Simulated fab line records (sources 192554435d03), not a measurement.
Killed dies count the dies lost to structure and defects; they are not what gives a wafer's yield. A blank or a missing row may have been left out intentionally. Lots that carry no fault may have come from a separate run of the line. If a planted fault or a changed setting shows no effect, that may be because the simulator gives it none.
fab line records + flow n5_finfet
[record]
- lots = 6
- wafers = 18
- last_day = 18
route steps=1938 shown BEOL_M15@1808
lots that met no fault: taken from a fault-free run of the same line
start_h: start of the lot's first displayed wafer, in hours after the record's first day + wait_h: how many hours have passed since the lot's step before this one + " as in the row above + L1.1+2: a single row standing in for several wafers + - either no value or no given start + * or withheld: withheld + < > ~ a bound
route shown NAME@n: NAME is a module with steps in the file, n the number in the route of the first one + usual: mean/standard deviation of fault-free wafers + same: alike in all rows + chamber/n: place in a boat + sites: readings site by site + _std_site: how widely they spread, as a standard deviation + _edge_site: inner sites' mean taken away from outer sites' mean + radius_mm: for every site, how far away it sits from the centre of the wafer + mask NAME#n: copy n + behind: the last tool/chamber to shape the wafer + hold: what put the lot on hold/how long, in hours/how the hold closed + device: which transistor (n, p or np) failed to switch + end of line: the tests these same wafers got at the end of their route + a step with no rows: only its recipe + killed: dies lost to structure and defects at the first sort, not the wafer's yield + map: per-die view of a wafer (x killed, . not killed, _ where there is no die)
set.NAME: the setting as run; set.NAME@STEP: as run at that earlier step + model.NAME: the simulator's own value behind a step, which no gauge read
lots at some steps of the route; a table a step, a row a wafer
services: a tool's chamber out of use, with start hour (start_h, from the record's first day; less than 0 if before it), hours out, and reason
[[steps]]
[step N5_BEOL_M15_ETCH_61]
[recipe]
- chemistry = N2/H2
- target = BARC
- target_depth_a = 890
- overetch_a = 267
- time_s = 67.9
- ion_energy_ev = 200
- pressure_mtorr = 30
- source_w = 840
- bias_w = 150
- n2_flow_sccm = 200
- h2_flow_sccm = 200
[step N5_BEOL_M15_TRENCH_ETCH_34]
[recipe]
- chemistry = C4F8/O2/Ar
- target = SiO2
- target_depth_a = 8729.3
- he_inner_torr = 15
- he_outer_torr = 30
- time_s = 199
- ion_energy_ev = 800
- pressure_mtorr = 20
- source_w = 1905
- bias_w = 2040
- Ar_flow_sccm = 400
- C4F8_flow_sccm = 16
- O2_flow_sccm = 12
[step N5_BEOL_M15_STRIP_36]
[recipe]
- chemistry = O2
- power_w = 600
- temp_c = 60
- pressure_mtorr = 30
- rf_frequency_hz = 6e+07
- bias_power_w = 0
- overash_fraction = 0.3
- o2_flow_sccm = 225
[step N5_BEOL_M15_STRIP_62]
[recipe]
- chemistry = O2
- power_w = 600
- temp_c = 60
- pressure_mtorr = 30
- rf_frequency_hz = 6e+07
- bias_power_w = 0
- overash_fraction = 0.3
- o2_flow_sccm = 225
[usual]
- drypump_motor_current_A = 5.6/0.44
- oes_product_au = 0.84/0.096
- rf_vpp_V = 3.7/0.47
- showerhead_plenum_p_Torr = 2.12/0.078
- throttle_valve_pct = 16.51/0.25
| lot.wafer | tool        | chamber | start_h | wait_h | drypump_motor_current_A | oes_product_au | rf_hours_counter_h | rf_vpp_V | showerhead_plenum_p_Torr | throttle_valve_pct |
|-----------|-------------|---------|---------|--------|-------------------------|----------------|--------------------|----------|--------------------------|--------------------|
| L854.1    | rie_diel-05 | 1       | -       | -      | 5.4                     | 0.83           | 85                 | 4.0      | 2.20                     | 16.40              |
| L854.3    | "           | 2       | "       | "      | 5.6                     | 0.97           | 14                 | 3.5      | 2.26                     | 16.52              |
| L854.5    | "           | 1       | "       | "      | 5.5                     | 0.82           | -                  | 3.6      | 2.20                     | 16.40              |
| L859.4    | rie_diel-03 | 2       | -       | -      | 5.6                     | 0.93           | 20                 | 4.2      | 2.12                     | 16.19              |
| L859.5    | "           | 2       | "       | "      | 5.6                     | 0.92           | -                  | 3.3      | 2.12                     | 16.19              |
| L859.6    | "           | 1       | "       | "      | 6.4                     | 0.88           | -                  | 4.1      | 2.05                     | 16.18              |
| L861.1    | rie_diel-05 | 0       | -       | -      | 5.6                     | 0.90           | 36                 | 3.9      | 2.07                     | 16.66              |
| L861.5    | "           | 0       | "       | "      | 5.6                     | 0.91           | -                  | 3.5      | 2.07                     | 16.68              |
| L861.6    | "           | 1       | "       | "      | 5.4                     | 0.81           | -                  | 3.3      | 2.19                     | 16.43              |
| L862.1    | rie_diel-02 | 0       | -       | -      | 5.0                     | 0.93           | 21                 | 4.1      | 2.15                     | 16.07              |
| L862.2    | "           | 2       | "       | "      | 5.6                     | 0.70           | 237                | 3.1      | 2.17                     | 16.66              |
| L862.4    | "           | 1       | "       | "      | 6.4                     | 0.72           | 175                | 4.2      | 2.01                     | 16.88              |
| L864.1    | rie_diel-02 | 3       | -       | -      | 6.0                     | 0.68           | 256                | 4.1      | 1.97                     | 16.83              |
| L864.2    | "           | 2       | "       | "      | 5.6                     | 0.68           | 253                | 4.1      | 2.16                     | 16.71              |
| L864.4    | "           | 2       | "       | "      | 5.6                     | 0.69           | -                  | 3.2      | 2.16                     | 16.73              |
| L871.1    | rie_diel-05 | 0       | -       | -      | 5.6                     | 0.87           | 59                 | 3.4      | 2.06                     | 16.72              |
| L871.3    | "           | 2       | "       | "      | 5.6                     | 0.89           | 47                 | 3.3      | 2.25                     | 16.58              |
| L871.5    | "           | 3       | "       | "      | 4.9                     | 0.92           | -                  | 4.6      | 2.14                     | 16.37              |
[step N5_BEOL_M15_STRIP_37]
[recipe]
- chemistry = O2
- power_w = 600
- temp_c = 60
- pressure_mtorr = 30
- rf_frequency_hz = 6e+07
- bias_power_w = 0
- overash_fraction = 0.3
- o2_flow_sccm = 225
[step N5_BEOL_M15_ETCH_38]
[recipe]
- chemistry = CF4/N2
- target = SiCN
- target_depth_a = 1064
- taper_deg = 2
- time_s = 120.5
- ion_energy_ev = 150
- mask_material = SiO2
- pressure_mtorr = 40
- source_w = 430
- bias_w = 70
- Ar_flow_sccm = 100
- cf4_flow_sccm = 60
- n2_flow_sccm = 60
[step N5_BEOL_M15_PRECLEAN_39]
[recipe]
- chemistry = residue_remover
- time_s = 60
- temp_c = 40
[step N5_BEOL_M15_SRD_40]
[recipe]
- time_s = 30
- temp_c = 23
- rinse_liquid = diw
- dry = n2_spin
- spin_rpm = 1500
- dry_time_s = 30
[step N5_BEOL_M15_DEGAS_41]
[recipe]
- ambient = vacuum
- temp_c = 300
- time_s = 60
[usual]
- heater_power_w = 466/46
| lot.wafer | tool           | chamber | start_h | wait_h | heater_power_w |
|-----------|----------------|---------|---------|--------|----------------|
| L854.1    | pvd_sputter-03 | -       | 279.62  | 0.5    | 561            |
| L854.3    | "              | -       | "       | "      | 456            |
| L854.5    | "              | -       | "       | "      | 417            |
| L859.4    | pvd_sputter-03 | -       | 322.41  | 0.4    | 459            |
| L859.5    | "              | -       | "       | "      | 414            |
| L859.6    | "              | -       | "       | "      | 556            |
| L861.1    | pvd_sputter-03 | -       | 327.41  | 0.2    | 440            |
| L861.5    | "              | -       | "       | "      | 559            |
| L861.6    | "              | -       | "       | "      | 455            |
| L862.1    | pvd_sputter-01 | -       | 343.14  | 0.4    | 493            |
| L862.2    | "              | -       | "       | "      | 458            |
| L862.4    | "              | -       | "       | "      | 398            |
| L864.1    | pvd_sputter-02 | -       | 382.34  | 0.1    | 444            |
| L864.2    | "              | -       | "       | "      | 469            |
| L864.4    | "              | -       | "       | "      | 525            |
| L871.1    | pvd_sputter-01 | -       | 412.97  | 2.2    | 467            |
| L871.3    | "              | -       | "       | "      | 405            |
| L871.5    | "              | -       | "       | "      | 480            |
[step N5_BEOL_M15_PRE_CLEAN_42]
[recipe]
- gas = H2/He
- time_s = 30
- temp_c = 300
[usual]
- heater_power_w = 466/47
| lot.wafer | tool           | chamber | start_h | wait_h | heater_power_w |
|-----------|----------------|---------|---------|--------|----------------|
| L854.1    | pvd_sputter-03 | -       | 279.66  | 0.0    | 557            |
| L854.3    | "              | -       | "       | "      | 447            |
| L854.5    | "              | -       | "       | "      | 408            |
| L859.4    | pvd_sputter-03 | -       | 322.45  | 0.0    | 444            |
| L859.5    | "              | -       | "       | "      | 403            |
| L859.6    | "              | -       | "       | "      | 575            |
| L861.1    | pvd_sputter-03 | -       | 327.45  | 0.0    | 454            |
| L861.5    | "              | -       | "       | "      | 569            |
| L861.6    | "              | -       | "       | "      | 453            |
| L862.1    | pvd_sputter-01 | -       | 343.18  | 0.0    | 481            |
| L862.2    | "              | -       | "       | "      | 472            |
| L862.4    | "              | -       | "       | "      | 402            |
| L864.1    | pvd_sputter-02 | -       | 382.38  | 0.0    | 448            |
| L864.2    | "              | -       | "       | "      | 463            |
| L864.4    | "              | -       | "       | "      | 523            |
| L871.1    | pvd_sputter-01 | -       | 413.01  | 0.0    | 452            |
| L871.3    | "              | -       | "       | "      | 403            |
| L871.5    | "              | -       | "       | "      | 476            |
[step N5_BEOL_M15_SPUTTER_43]
[recipe]
- material = TaN
- target_thk_a = 150
- temp_c = 50
- bias_v = 168.6
- power_w = 15000
- chamber_pressure_pa = 0.12
- time_s = 24.19
[usual]
- cathode_dc_power_W = 15000/3
- chamber_pressure_pa = 0.12001/0.00025
- throttle_valve_pct = 29.8/0.77
| lot.wafer | tool           | chamber | start_h | wait_h | cathode_dc_power_W | chamber_pressure_pa | throttle_valve_pct |
|-----------|----------------|---------|---------|--------|--------------------|---------------------|--------------------|
| L854.1    | pvd_sputter-03 | -       | 279.70  | 0.0    | 14999              | 0.12031             | 29.7               |
| L854.3    | "              | -       | "       | "      | 15000              | 0.12025             | 29.2               |
| L854.5    | "              | -       | "       | "      | 15000              | 0.12029             | 30.7               |
| L859.4    | pvd_sputter-03 | -       | 322.49  | 0.0    | 15003              | 0.11976             | 29.2               |
| L859.5    | "              | -       | "       | "      | 15000              | 0.11993             | 30.4               |
| L859.6    | "              | -       | "       | "      | 15000              | 0.12018             | 29.8               |
| L861.1    | pvd_sputter-03 | -       | 327.49  | 0.0    | 14995              | 0.11996             | 29.4               |
| L861.5    | "              | -       | "       | "      | 14998              | 0.11988             | 29.9               |
| L861.6    | "              | -       | "       | "      | 14999              | 0.11974             | 29.3               |
| L862.1    | pvd_sputter-01 | -       | 343.22  | 0.0    | 15001              | 0.11976             | 29.7               |
| L862.2    | "              | -       | "       | "      | 15000              | 0.11959             | 31.0               |
| L862.4    | "              | -       | "       | "      | 14997              | 0.12011             | 30.3               |
| L864.1    | pvd_sputter-02 | -       | 382.42  | 0.0    | 14995              | 0.1196              | 29.9               |
| L864.2    | "              | -       | "       | "      | 15001              | 0.12009             | 30.2               |
| L864.4    | "              | -       | "       | "      | 15000              | 0.1203              | 29.5               |
| L871.1    | pvd_sputter-01 | -       | 413.05  | 0.0    | 14997              | 0.12034             | 30.9               |
| L871.3    | "              | -       | "       | "      | 15001              | 0.12006             | 30.0               |
| L871.5    | "              | -       | "       | "      | 14998              | 0.11985             | 30.1               |
[step N5_BEOL_M15_SPUTTER_44]
[recipe]
- material = Ta
- target_thk_a = 150
- temp_c = 50
- bias_v = 80
- power_w = 15000
- chamber_pressure_pa = 0.07
- time_s = 24.19
[usual]
- cathode_dc_power_W = 15000/2.7
- chamber_pressure_pa = 0.07/0.00013
- throttle_valve_pct = 29.8/0.78
| lot.wafer | tool           | chamber | start_h | wait_h | cathode_dc_power_W | chamber_pressure_pa | throttle_valve_pct | model.Ta_of_BEOL_M15_SPUTTER_44.thk_nm |
|-----------|----------------|---------|---------|--------|--------------------|---------------------|--------------------|----------------------------------------|
| L854.1    | pvd_sputter-03 | -       | 280.20  | 0.5    | 14999              | 0.06983             | 29.8               | 14.8                                   |
| L854.3    | "              | -       | "       | "      | 14997              | 0.0698              | 28.8               | 15                                     |
| L854.5    | "              | -       | "       | "      | 15005              | 0.06994             | 30.8               | 15.2                                   |
| L859.4    | pvd_sputter-03 | -       | 322.57  | 0.0    | 10557              | 0.07001             | 29.4               | 10.8                                   |
| L859.5    | "              | -       | "       | "      | 10554              | 0.07016             | 30.6               | 11.2                                   |
| L859.6    | "              | -       | "       | "      | 10557              | 0.06987             | 29.6               | 10.6                                   |
| L861.1    | pvd_sputter-03 | -       | 327.57  | 0.0    | 10563              | 0.06979             | 29.7               | 10.6                                   |
| L861.5    | "              | -       | "       | "      | 10556              | 0.06988             | 29.8               | 10.4                                   |
| L861.6    | "              | -       | "       | "      | 10557              | 0.07012             | 29.4               | 10.6                                   |
| L862.1    | pvd_sputter-01 | -       | 343.30  | 0.0    | 15001              | 0.06986             | 29.8               | 14.8                                   |
| L862.2    | "              | -       | "       | "      | 15001              | 0.0699              | 31.1               | 15.2                                   |
| L862.4    | "              | -       | "       | "      | 15002              | 0.07017             | 30.2               | 15                                     |
| L864.1    | pvd_sputter-02 | -       | 382.50  | 0.0    | 14998              | 0.06995             | 29.8               | 15.2                                   |
| L864.2    | "              | -       | "       | "      | 15000              | 0.06997             | 29.9               | 15.4                                   |
| L864.4    | "              | -       | "       | "      | 14999              | 0.06998             | 29.5               | 14.8                                   |
| L871.1    | pvd_sputter-01 | -       | 413.13  | 0.0    | 14997              | 0.07009             | 31.2               | 15.2                                   |
| L871.3    | "              | -       | "       | "      | 14997              | 0.07017             | 30.3               | 15                                     |
| L871.5    | "              | -       | "       | "      | 14998              | 0.07001             | 29.7               | 15                                     |
[step N5_BEOL_M15_SPUTTER_45]
[recipe]
- material = Cu
- target_thk_a = 1000
- temp_c = -20
- bias_v = 60
- power_w = 26000
- chamber_pressure_pa = 0.13
- time_s = 16.67
[step N5_BEOL_M15_ECD_47]
[recipe]
- material = Cu
- target_thk_a = 18600
[step N5_BEOL_M15_ANNEAL_48]
[recipe]
- temp_c = 225
- time_s = 90
- ambient = N2
[usual]
- wafer_temp_C_max = 226.2/0.36
| lot.wafer | tool          | chamber | start_h | wait_h | wafer_temp_C_max |
|-----------|---------------|---------|---------|--------|------------------|
| L854.1    | rtp_anneal-01 | 0       | 280.64  | 0.2    | 226.1            |
| L854.3    | "             | 0       | "       | "      | 225.9            |
| L854.5    | "             | 0       | "       | "      | 226.1            |
| L859.4    | rtp_anneal-01 | 0       | 323.15  | 0.2    | 226.0            |
| L859.5    | "             | 0       | "       | "      | 226.2            |
| L859.6    | "             | 0       | "       | "      | 226.2            |
| L861.1    | rtp_anneal-02 | 0       | 330.38  | 2.5    | 226.1            |
| L861.5    | "             | 0       | "       | "      | 226.6            |
| L861.6    | "             | 0       | "       | "      | 226.0            |
| L862.1    | rtp_anneal-02 | 0       | 343.82  | 0.2    | 227.0            |
| L862.2    | "             | 0       | "       | "      | 226.2            |
| L862.4    | "             | 0       | "       | "      | 226.7            |
| L864.1    | rtp_anneal-02 | 0       | 382.97  | 0.2    | 226.1            |
| L864.2    | "             | 0       | "       | "      | 227.1            |
| L864.4    | "             | 0       | "       | "      | 226.1            |
| L871.1    | rtp_anneal-02 | 0       | 413.57  | 0.2    | 226.5            |
| L871.3    | "             | 0       | "       | "      | 226.3            |
| L871.5    | "             | 0       | "       | "      | 226.4            |
[step N5_BEOL_M15_CMP_49]
[recipe]
- stop_on = SiO2
- t_overpolish_s = 4.9
- down_force_psi = 2
- platen_rpm = 80
- clearing_platen_down_force_psi = 2
- clearing_platen_rpm = 80
- post_cmp_clean = cu_alkaline
- target_thk_nm = 850
- clearing_platen_pad_velocity_m_s = 1.5917
- pad_velocity_m_s = 1.5917
[usual]
- barrier_field_endpoint_s = 11.30/0.26
- head_pressure_psi = 2.000/0.0041
- motor_current_A = 8.1/0.54
- pad_life_wafers = 1177/490
- retaining_ring_pressure_frac = 1.000/0.005
| lot.wafer | tool   | chamber | start_h | wait_h | barrier_field_endpoint_s | head_pressure_psi | motor_current_A | pad_life_wafers | retaining_ring_pressure_frac |
|-----------|--------|---------|---------|--------|--------------------------|-------------------|-----------------|-----------------|------------------------------|
| L854.1    | cmp-02 | 3       | 280.94  | 0.3    | 10.88                    | 2.003             | 8.6             | 804             | 0.990                        |
| L854.3    | "      | 1       | "       | "      | 11.28                    | 1.998             | 7.3             | 806             | 0.999                        |
| L854.5    | "      | 3       | "       | "      | 11.05                    | 2.003             | 8.9             | -               | 0.983                        |
| L859.4    | cmp-01 | 0       | 323.35  | 0.2    | 9.67                     | 2.007             | 7.5             | 1063            | 1.002                        |
| L859.6    | "      | 3       | "       | "      | 9.57                     | 1.999             | 9.1             | -               | 1.006                        |
| L859.5    | "      | 0       | "       | "      | 9.72                     | 2.005             | 8.5             | -               | 0.997                        |
| L861.1    | cmp-03 | 3       | 330.79  | 0.4    | 9.74                     | 2.000             | 8.7             | 693             | 0.998                        |
| L861.5    | "      | 0       | "       | "      | 9.67                     | 1.994             | 8.8             | -               | 0.998                        |
| L861.6    | "      | 1       | "       | "      | 9.45                     | 2.003             | 7.9             | -               | 1.003                        |
| L862.1    | cmp-03 | 1       | 344.15  | 0.3    | 11.49                    | 2.001             | 7.7             | 775             | 0.997                        |
| L862.2    | "      | 2       | "       | "      | 11.34                    | 2.006             | 8.7             | 776             | 1.012                        |
| L862.4    | "      | 3       | "       | "      | 11.45                    | 1.997             | 8.8             | 777             | 1.009                        |
| L864.2    | cmp-01 | 3       | 383.28  | 0.2    | 11.06                    | 2.003             | 8.8             | 1524            | 0.992                        |
| L864.1    | "      | 0       | "       | "      | 11.06                    | 1.998             | 7.9             | 1525            | 0.997                        |
| L864.4    | "      | 2       | "       | "      | 11.03                    | 1.999             | 7.3             | 1527            | 0.997                        |
| L871.3    | cmp-01 | 0       | 413.92  | 0.2    | 10.96                    | 2.004             | 8.0             | 1765            | 1.001                        |
| L871.1    | "      | 1       | "       | "      | 11.25                    | 2.002             | 7.4             | 1766            | 0.999                        |
| L871.5    | "      | 0       | "       | "      | 11.16                    | 2.008             | 7.8             | -               | 1.001                        |
[step N5_BEOL_M15_THK_MEAS_50]
[recipe]
- thk_meas_gauge = xrf
- reads = Cu_of_BEOL_M15_ECD_47
[usual]
- M15_THK = 834/20
| lot.wafer | tool          | chamber | start_h | wait_h | M15_THK[nm] |
|-----------|---------------|---------|---------|--------|-------------|
| L854.1    | film_metro-01 | -       | 281.23  | -      | 849         |
| L854.3    | "             | -       | "       | "      | 838         |
| L854.5    | "             | -       | "       | "      | 839         |
| L859.4    | film_metro-01 | -       | 323.60  | -      | 804         |
| L859.5    | "             | -       | "       | "      | 858         |
| L859.6    | "             | -       | "       | "      | 806         |
| L861.1    | film_metro-02 | -       | 330.97  | -      | 822         |
| L861.5    | "             | -       | "       | "      | 799         |
| L861.6    | "             | -       | "       | "      | 815         |
| L862.1    | film_metro-01 | -       | 344.41  | -      | 847         |
| L862.2    | "             | -       | "       | "      | 847         |
| L862.4    | "             | -       | "       | "      | 857         |
| L864.1    | film_metro-02 | -       | 383.57  | -      | 826         |
| L864.2    | "             | -       | "       | "      | 827         |
| L864.4    | "             | -       | "       | "      | 844         |
| L871.1    | film_metro-01 | -       | 414.17  | -      | 865         |
| L871.3    | "             | -       | "       | "      | 838         |
| L871.5    | "             | -       | "       | "      | 873         |
[[services]]
| tool           | chamber | start_h | hours | kind                          |
|----------------|---------|---------|-------|-------------------------------|
| cmp-03         | -       | 257.10  | 0.3   | repair                        |
| cmp-01         | -       | 268.68  | 3.5   | pm                            |
| rie_diel-05    | 3       | 269.26  | -     | clean                         |
| rie_diel-05    | 3       | 269.26  | -     | consumable_replace:focus_ring |
| rie_diel-05    | 1       | 270.40  | 3.0   | repair                        |
| rie_diel-02    | 0       | 274.42  | 7.1   | repair                        |
| cmp-02         | -       | 293.20  | 6.2   | repair                        |
| cmp-02         | -       | 315.41  | 6.9   | repair                        |
| rtp_anneal-01  | -       | 324.70  | 5.2   | pm                            |
| rie_diel-05    | 1       | 330.57  | 3.3   | repair                        |
| rie_diel-03    | 2       | 333.39  | 19.1  | repair                        |
| rie_diel-05    | -       | 333.75  | 0.4   | repair                        |
| cmp-01         | -       | 340.27  | 5.2   | pm                            |
| cmp-03         | -       | 340.37  | 1.7   | repair                        |
| pvd_sputter-01 | -       | 344.74  | 1.6   | repair                        |
| rie_diel-02    | 0       | 350.54  | 31.6  | repair                        |
| pvd_sputter-02 | -       | 351.20  | 11.7  | repair                        |
| cmp-01         | -       | 358.56  | 0.3   | repair                        |
| cmp-02         | -       | 373.95  | 0.8   | repair                        |
| pvd_sputter-03 | -       | 378.22  | 3.7   | repair                        |
| rie_diel-05    | -       | 385.81  | 4.3   | pm                            |
| rie_diel-03    | -       | 388.37  | 4.3   | pm                            |
| rie_diel-05    | 3       | 390.15  | 6.0   | repair                        |
| cmp-01         | -       | 394.50  | 0.4   | repair                        |
[[key]]
[first_sign]
- step = N5_BEOL_M15_SPUTTER_44
- reading = cathode_dc_power_W
- direction = down
- sigmas = 99+
- usual = *
- struck = *
[effect]
- step = N5_BEOL_M15_CMP_49
- reading = barrier_field_endpoint_s
- direction = down
- sigmas = 6.4
- usual = 11.30
- struck = 9.64
[model_effect]
- step = N5_BEOL_M15_SPUTTER_44
- value = Ta_of_BEOL_M15_SPUTTER_44.thk_nm
- without = 15.13
- struck = 10.7
met_at N5_BEOL_M15_SPUTTER_44
struck_wafers L859.4,L859.5,L859.6,L861.1,L861.5,L861.6
onset_between 280.20 322.57
[earlier_fault]
- kind = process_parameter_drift
- tool = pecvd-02
- chamber = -
- onset_h = 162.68
- steps = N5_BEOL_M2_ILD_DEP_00
- channel = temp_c
- offset = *
- shape = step
- acts_in = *
- stated = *
[fault]
- kind = process_parameter_drift
- tool = pvd_sputter-03
- chamber = -
- onset_h = 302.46
- steps = N5_BEOL_M15_SPUTTER_44
- channel = power_w
- offset = *
- shape = step
- acts_in = *
- stated = *
